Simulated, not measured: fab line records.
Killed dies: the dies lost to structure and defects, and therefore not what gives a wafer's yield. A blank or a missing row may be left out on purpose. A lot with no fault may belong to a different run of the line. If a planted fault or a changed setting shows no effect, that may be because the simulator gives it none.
Comparing a struck lot with a sound one ; flow nandHarc ; 20 out of 1159 route steps
Sound: the wafers L787.2, L787.3, L787.4. The struck wafers were L792.3, L792.4, L792.6. The cause is given at the end.
Each step with rows lists, per side, the tool, then ch with its chambers, then its first start. Under that, the readings that differ: sound wafers ; struck wafers ; difference of the means ; sigmas: that difference in standard deviations of wafers without a fault.
alike: words and numbers the same on both sides, and readings whose means are apart by under 2 such deviations; not compared: readings that were withheld, readings missing a value for some wafer, numbers with overlapping values and no deviation given by the record, and bounds like >300 which may hide the same value.
Wherever a step has rows on one side only, a row that says differs or no value, or a row with sigmas, the two part there. Non-overlapping numbers with no deviation appear without sigmas and do not part them. Lack of a reading on every wafer of one side parts them only where that side has two or more wafers.

NHARC_P_GATE_ALD_36: deposits SiNx, target thk 20 nm, pulse time 60 s, ald cycles 223.
  sound on aldSin-02 ch 0,2,3, day 5 13:57; struck on aldSin-02 ch 0,1, day 6 22:33
  alike: heaterPowerW, precursorPulseHeightRel
NHARC_P_GATE_ETCHBACK_37: etches the open film in CHF3/O2, target depth 34.5 nm, time 17.2 s.
  sound: rieDiel-12 ch 0,1,2; struck: rieDiel-12 ch 2,3
reading;sound;struck;difference;sigmas
oesProductAu (a.u.);0.93 0.93 0.93;1.00 1.00 1.03;+0.08;+2
  alike: chamberPressureMTorr, drypumpMotorCurrentA, rfVppV, showerheadPlenumPTorr, throttleValvePct
  not compared: rfHoursCounterH
NHARC_P_GATE_STRIP_101: strips in O2, time 20 s.
  sound on rieDiel-12 ch 0,1,3, day 5 23:30; struck on rieDiel-12 ch 0,2,3, day 7 08:09
  alike: chamberPressureMTorr, drypumpMotorCurrentA, oesProductAu, rfVppV, showerheadPlenumPTorr, throttleValvePct
  not compared: rfHoursCounterH
then, 9 steps without rows for these wafers: NHARC_P_GATE_PRECLEAN_97 (cleans in SPM, time 600 s); NHARC_P_GATE_SRD_98; NHARC_P_GATE_PRECLEAN_99 (cleans in SC1); NHARC_P_GATE_SRD_100; NHARC_P_GATE_DEHYDRATE_38 (time 120 s); NHARC_P_GATE_HMDS_39 (time 30 s); NHARC_P_GATE_COAT_40; NHARC_P_GATE_SOFTBAKE_41 (time 95 s); NHARC_P_GATE_EBR_42.
NHARC_P_GATE_EXPOSE_43: exposes mask P NSD, target cd 720 nm.
  sound on krfScanner-02 ch 0, day 6 00:16; struck on krfScanner-01 ch 0, day 7 09:02
reading;sound;struck;difference;sigmas
mask;P_NSD#0 P_NSD#0 P_NSD#0;P_NSD_R1#0 P_NSD_R1#0 P_NSD_R1#0;differs;
  alike: focusOffsetNm
then, 2 steps without rows for these wafers: NHARC_P_GATE_PEB_44 (peb time 85 s); NHARC_P_GATE_DEVELOP_45 (time 70 s).
NHARC_P_GATE_CD_MEAS_46: the cd target is 720 nm.
  sound on cdSem-03 ch 0, day 6 00:25; struck on cdSem-03 ch 0, day 7 09:11
reading;sound;struck;difference;sigmas
cdNm (nm);720.9 719.2 720.7;609.9 604.6 603.4;-114.3;-67
then, 1 step without rows for these wafers: NHARC_P_GATE_HARDBAKE_47 (time 80 s).
NHARC_P_GATE_DESCUM_48: chemistry O2, time 3 s.
  sound on rieDiel-12 ch 0,1,2, day 6 00:35; struck on rieDiel-12 ch 0,2,3, day 7 09:20
reading;sound;struck;difference;sigmas
model.P_GATE.cdNm (nm);720.6 719.7 720.3;609.1 604.1 603.1;-114.8;
  alike: chamberPressureMTorr, drypumpMotorCurrentA, oesProductAu, rfVppV, showerheadPlenumPTorr, throttleValvePct
  not compared: rfHoursCounterH
then, 1 step without rows for these wafers: NHARC_P_GATE_IMPLANT_49.
-- jump in the record: it breaks off in module P_GATE and resumes in module END (first step shown: number 1159 of the route), and 14 days separate the struck wafers' starts before and after --
NHARC_END_SORT_01:
  at this point the record logs the struck wafers (prober-02 ch 0, day 21 15:35) and has no rows for the sound ones

== WHERE THEY PART ==
First at NHARC_P_GATE_ETCHBACK_37; last, within this record, at NHARC_END_SORT_01.

WHY: what the simulator had put in
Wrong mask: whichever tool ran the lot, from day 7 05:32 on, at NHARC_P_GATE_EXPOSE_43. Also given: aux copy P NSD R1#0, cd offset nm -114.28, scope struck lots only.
